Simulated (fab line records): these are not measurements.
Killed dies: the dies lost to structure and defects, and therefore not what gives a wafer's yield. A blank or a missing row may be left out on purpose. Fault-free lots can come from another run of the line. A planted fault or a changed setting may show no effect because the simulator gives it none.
Chamber matching | flow n5-finfet | N5_BEOL_M1_STRIP_36 on rie-diel-01 has 4 sister chambers
The step strips in N2/H2. 4 wafers are shown with their chamber, then 7 later ones without.

WAFERS, EACH WITH ITS CHAMBER
wafer  | chamber | drypump-motor-current-A (A)
L928.5 | 1       | 5.8
L938.5 | 2       | 4.8
L937.1 | 3       | 5.2
L937.3 | 0       | 6.2

WAFERS WITHOUT THEIR CHAMBER
wafer  | drypump-motor-current-A (A)
L937.4 | 4.8
L940.1 | 6.2
L940.3 | 5.8
L940.4 | 5.2
L948.3 | 5.2
L948.4 | 5.8
L948.6 | 5.9

EACH ONE'S CHAMBER
wafer  | from the rows above | in truth
L937.4 | 2                   | 2
L940.1 | 0                   | 0
L940.3 | 1                   | 1
L940.4 | 3                   | 3
L948.3 | 3                   | 3
L948.4 | 1                   | 1
L948.6 | 1                   | 1
Correct placement for 7 of the 7. Left unplaced by these rows: 0. Wrongly placed: 0.
How it was worked out, from the rows above alone: a wafer's distance from a chamber is the root of the sum, over the readings, of the square of ((its reading less the chamber's mean) divided by the reading's scatter). If the next closest chamber is less than 2 further off than the closest, the wafer can't be placed; otherwise it belongs to the closest. A chamber's mean is the mean of its shown wafers. The scatter: with one shown wafer a chamber, the root of the mean of the squares of how far each hidden wafer lies from its nearest shown one.
